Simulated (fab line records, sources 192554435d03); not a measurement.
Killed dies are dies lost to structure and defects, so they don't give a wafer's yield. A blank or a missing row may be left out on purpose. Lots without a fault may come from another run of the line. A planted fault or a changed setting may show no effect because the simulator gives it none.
Split-lot experiment | flow n5_finfet | 7 lots, 39 wafers read, on a route of 1938 steps

THE SPLIT
At N5_HKMG_FIN_ETCH_32 (etches SOC in N2/H2, target depth 240 nm, time 300 s), the setting bias_w was moved away from the recipe's 150 W on 18 of the 39 wafers read, by -14.6% to +6.5%. The other wafers ran this setting at the recipe's value.

The reading is taken at the split's own step.

THE READING
rf_vpp_V, in V, at N5_HKMG_FIN_ETCH_32 (etches SOC in N2/H2, target depth 240 nm, time 300 s). Fault-free wafers of this fab line usually give 524 V, standard deviation 3.2 V.

wafer  | tool, chamber at the split | bias_w as run, W | against the recipe | rf_vpp_V, V | against lot-mates on the recipe
L079.1 | rie_diel-03, 2             | 128.1            | -14.6%             | 478         | -42
L079.2 | rie_diel-03, 0             | 150              | recipe             | 519         | -
L079.3 | rie_diel-03, 1             | 150              | recipe             | 519         | -
L079.4 | rie_diel-03, 2             | 128.1            | -14.6%             | 479         | -41
L079.5 | rie_diel-03, 1             | 128.1            | -14.6%             | 471         | -49
L079.6 | rie_diel-03, 0             | 150              | recipe             | 522         | -
L084.1 | rie_diel-05, 1             | 150              | recipe             | 521         | -
L084.2 | rie_diel-05, 2             | 150              | recipe             | 524         | -
L084.3 | rie_diel-05, 3             | 132.2            | -11.9%             | 480         | -42
L084.4 | rie_diel-05, 0             | 132.2            | -11.9%             | 485         | -37
L084.5 | rie_diel-05, 2             | 150              | recipe             | 522         | -
L084.6 | rie_diel-05, 1             | 132.2            | -11.9%             | 481         | -41
L085.1 | rie_diel-01, 2             | 150              | recipe             | 519         | -
L085.2 | rie_diel-01, 1             | 135              | -10.0%             | 493         | -29
L085.3 | rie_diel-01, 3             | 135              | -10.0%             | 490         | -32
L085.4 | rie_diel-01, 1             | 150              | recipe             | 527         | -
L085.5 | rie_diel-01, 2             | 150              | recipe             | 519         | -
L085.6 | rie_diel-01, 3             | 135              | -10.0%             | 490         | -32
L088.1 | rie_diel-05, 2             | 150              | recipe             | 524         | -
L088.2 | rie_diel-05, 0             | 135.9            | -9.4%              | 493         | -31
L088.3 | rie_diel-05, 1             | 150              | recipe             | 521         | -
L088.4 | rie_diel-05, 3             | 135.9            | -9.4%              | 489         | -35
L088.5 | rie_diel-05, 0             | 150              | recipe             | 526         | -
L088.6 | rie_diel-05, 3             | 135.9            | -9.4%              | 490         | -34
L094.1 | rie_diel-03, 1             | 159.7            | +6.5%              | 549         | +26
L094.2 | rie_diel-03, 2             | 150              | recipe             | 528         | -
L094.3 | rie_diel-03, 3             | 159.7            | +6.5%              | 549         | +26
L094.4 | rie_diel-03, 0             | 150              | recipe             | 521         | -
L094.5 | rie_diel-03, 1             | 159.7            | +6.5%              | 550         | +27
L094.6 | rie_diel-03, 0             | 150              | recipe             | 519         | -
L095.4 | rie_diel-01, 0             | 150              | recipe             | 527         | -
L095.5 | rie_diel-01, 0             | 150              | recipe             | 526         | -
L095.6 | rie_diel-01, 3             | 150              | recipe             | 524         | -
L097.1 | rie_diel-01, 3             | 142              | -5.3%              | 507         | -19
L097.2 | rie_diel-01, 1             | 142              | -5.3%              | 508         | -18
L097.3 | rie_diel-01, 0             | 142              | -5.3%              | 508         | -18
L097.4 | rie_diel-01, 2             | 150              | recipe             | 528         | -
L097.5 | rie_diel-01, 3             | 150              | recipe             | 525         | -
L097.6 | rie_diel-01, 0             | 150              | recipe             | 526         | -

THE FIT
A straight line over all 39 wafers: rf_vpp_V changes by +3.42 V for each +1% of bias_w; r = +0.99; the points scatter about the line by 3.1 V.
The same after taking each lot's own level away (the mean of its wafers on the recipe; 39 wafers): +3.33 V for each +1%; r = +0.99; scatter 3.1 V.
On that fit, the largest move of bias_w shifts the reading by 49 V.
The lots' own levels span 520.0 to 526.3 V, that is 2.0 times the standard deviation above.
So the lot-to-lot level changes the slope little: the two slopes agree.
Check: with one of the wafers moved furthest among these (-14.6%) left out of the fit, the line predicts -48.7 V for it against its lot-mates. It came out at -42 V against them.
Tool readings at the split's step, against how far the setting was moved: rf_vpp_V r = +0.99.

OTHER SPLITS ON THESE WAFERS
These wafers also went through other splits before the reading. Each is held against what the fit with the lots' levels taken away leaves over:
other split on the same wafers       | wafers away from the commonest value | r with rf_vpp_V (lot level and that fit taken away)
N5_FIN_CUT_ETCH_21 time_s            | 15                                   | -0.02
N5_DUMMY_GATE_ETCH_44 target_depth_a | 18                                   | +0.16
N5_HKMG_FIN_ETCH_54 source_w         | 12                                   | -0.13

THE FILE'S OWN FIT
rf_vpp_V changes by +3.27 V for each +1% of bias_w, r = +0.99.
